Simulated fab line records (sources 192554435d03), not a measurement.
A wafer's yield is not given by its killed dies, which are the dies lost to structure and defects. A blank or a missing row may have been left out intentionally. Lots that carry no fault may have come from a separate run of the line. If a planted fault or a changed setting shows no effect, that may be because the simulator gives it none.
Which tool was responsible? | flow n5Finfet | 12 lots (36 wafers sampled), 1 step of a 1938-step route

WHAT EACH GAUGE READ, for each wafer
N5_BEOL_M3_OCD_MEAS_38.
lot  | measured     | on     | trenchDepthNm (nm)
L075 | day 7 13:44  | ocd-01 | 56.3 54.9 56.7
L077 | day 7 23:26  | ocd-01 | 54.4 56.2 55.3
L079 | day 8 22:13  | ocd-01 | 56.0 56.6 55.1
L081 | day 9 12:25  | ocd-02 | 53.8 55.4 56.1
L083 | day 9 17:00  | ocd-02 | 54.9 56.4 56.4
L085 | day 10 04:11 | ocd-02 | 54.5 55.4 53.5
L086 | day 10 10:01 | ocd-01 | 55.7 55.8 56.5
L089 | day 11 14:18 | ocd-01 | 55.1 56.7 54.4
L091 | day 12 02:27 | ocd-02 | 55.5 55.1 55.3
L092 | day 12 09:02 | ocd-02 | 53.4 55.3 56.9
L094 | day 12 21:22 | ocd-01 | 55.7 55.9 55.9
L096 | day 13 00:16 | ocd-01 | 56.5 52.6 53.9

WHAT TOOL EACH LOT RAN ON (gives the tool, then ch and the chambers of the sampled wafers, and finally the start)
There is no process step in the record ahead of these readings.

THE ANSWER, worked out from the rows above alone
Rule: the usual values come from the lots themselves. The widest of any qualifying gaps counts: lots, ordered by their means at a reading, are off when they make up no more than a third of the lots, leave a main group of 4 or more, and stand apart from it by 3 or more times the standard deviation of that group's means. If all means in a main group match to the digits the tables above print for the reading, that group is not used. A lot without any number at a reading at which 4 lots or more have one is off too. Where the step has rows for the other lots, those lots are counted as sound.
None of the lots is off at any reading shown; this tells nothing.

WHAT THE SIMULATOR PUT IN
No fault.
